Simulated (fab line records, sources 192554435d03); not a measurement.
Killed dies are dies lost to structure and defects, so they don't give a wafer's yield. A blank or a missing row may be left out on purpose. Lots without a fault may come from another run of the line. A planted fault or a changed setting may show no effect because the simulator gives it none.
Problem report in the 8D (eight disciplines) form, filled by code | flow n5_finfet | the parts of the form that need people (team, actions taken, sign-off) are left out

1. THE PROBLEM
cd_nm at N5_BEOL_M0_CUTY_CD_MEAS_57 reads a mean of 148.1 nm on 1 wafer of 1 lot; wafers without a fault read 200.0 nm with a standard deviation of 1. That is -52 standard deviations from the usual mean.
The step: target cd 200 nm.
First seen on wafer L976.3, day 11 12:15, on cd_sem-03. The record holds 24 wafers of 8 lots with a number at this step. Rule for "out", or "out of limits": more than 4 standard deviations from the usual mean. The other wafers with a number count as sound.

2. WHAT IT IS AND WHAT IT IS NOT
question                    | is                | is not
which readings at this step | cd_nm             | -
which lots                  | L976              | L954, L955, L956, L960, L962, L964, L966
which wafers of those lots  | L976.3            | L976.4, L976.6
read on which gauges        | cd_sem-03         | cd_sem-01, cd_sem-02
when                        | from day 11 12:15 | up to then (23 sound wafers)

3. SUSPECTS, AND WHAT RULES EACH OUT
Counting: a tool at a process step up to the reading stays a suspect if it ran every lot that is out. Sound lots after the first of them don't rule it out here, since some wafers of a struck lot are sound.
- the gauge at N5_BEOL_M0_CUTY_CD_MEAS_57: ruled out. All the wafers that are out were read on cd_sem-03, but those of them that N5_PASSIVATION_PROBE_49 has rows for are out there too, on other tools.
- rie_si-04 at N5_BEOL_M0_SAQP_MANDREL2_REMOVE_110 (chemistry HBr/Cl2/O2, target a-Si, stops on SiCN, bt time 10 s): kept. It ran the lot that is out, L976 (day 11 09:05); its last sound lot up to then is L966 (day 9 01:22).
- rie_diel-06 at N5_BEOL_M0_SAQP_CUT_ETCH_46 (etches SOC in N2/H2, target depth 135 nm, overetch 27 nm, time 202.5 s): kept. It ran the lot that is out, L976 (day 11 11:01).
- arfi_scanner-03 at N5_BEOL_M0_CUTY_EXPOSE_54 (exposes mask M0 ABLK): kept. It ran the lot that is out, L976 (day 11 12:08); its last sound lot up to then is L966 (day 9 03:21).
- Within rie_si-04 at N5_BEOL_M0_SAQP_MANDREL2_REMOVE_110: the wafers that are out ran in chamber 2; their sound lot-mates ran in chambers 0, 3.
- Within rie_diel-06 at N5_BEOL_M0_SAQP_CUT_ETCH_46: the wafers that are out ran in chamber 1; their sound lot-mates ran in chambers 2, 3.
Left after counting: rie_si-04 at N5_BEOL_M0_SAQP_MANDREL2_REMOVE_110, rie_diel-06 at N5_BEOL_M0_SAQP_CUT_ETCH_46, arfi_scanner-03 at N5_BEOL_M0_CUTY_EXPOSE_54.

4. THE CAUSE (what the simulator had put in)
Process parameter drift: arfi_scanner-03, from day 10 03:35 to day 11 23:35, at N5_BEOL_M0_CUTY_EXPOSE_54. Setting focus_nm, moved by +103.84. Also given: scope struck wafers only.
Counting left 3 suspects, and this tool is among them.

5. THE CHAIN OF EFFECTS, in route order
Each row: a reading whose mean over the struck wafers that have a number lies more than 3 standard deviations from the usual. Only readings for which the record gives a usual standard deviation are gone through. hours: the time from each lot's start at the first step in this table that gives one to its start at this step, as a median over the lots. sigmas: the change in usual standard deviations.
hours | step                       | reading              | usual    | on struck wafers | change | sigmas
0     | N5_BEOL_M0_CUTY_CD_MEAS_57 | cd_nm                | 200.0 nm | 148.1            | -51.9  | -52
158   | N5_PASSIVATION_PROBE_49    | defect_limited_yield | 91.1 %   | 0.1              | -91.0  | -65
158   | N5_PASSIVATION_PROBE_49    | killed_at_M0_to_M3   | 33       | 1076             | +1043  | +99 or more
158   | N5_PASSIVATION_PROBE_49    | killed_dies          | 105      | 1179             | +1074  | +67
158   | N5_PASSIVATION_PROBE_49    | killed_on_rim        | 13       | 152              | +139   | +35
158   | N5_PASSIVATION_PROBE_49    | sort_bin_5_function  | 5.2 %    | 95.5             | +90.3  | +99 or more
158   | N5_PASSIVATION_PROBE_49    | sort_n_pass          | 1075     | 1                | -1074  | -67
158   | N5_PASSIVATION_PROBE_49    | sort_yield_pct       | 91.1 %   | 0.1              | -91.0  | -65
The process steps in it:
- N5_PASSIVATION_PROBE_49

6. WHAT WOULD HAVE CAUGHT IT SOONER
In this record the first reading out of limits at a measuring or inspecting step was taken at day 11 12:15, 33 hours after the fault began at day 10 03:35.
Of the tool readings at N5_BEOL_M0_CUTY_EXPOSE_54 for which the record gives a usual standard deviation, none was out on any struck wafer, so an alarm limit of 4 standard deviations on them would not have fired.
All the lots that are out (1) had begun N5_BEOL_M0_CUTY_EXPOSE_54 on arfi_scanner-03 by day 11 12:15. A hold on the tool at that time would have spared none of them.
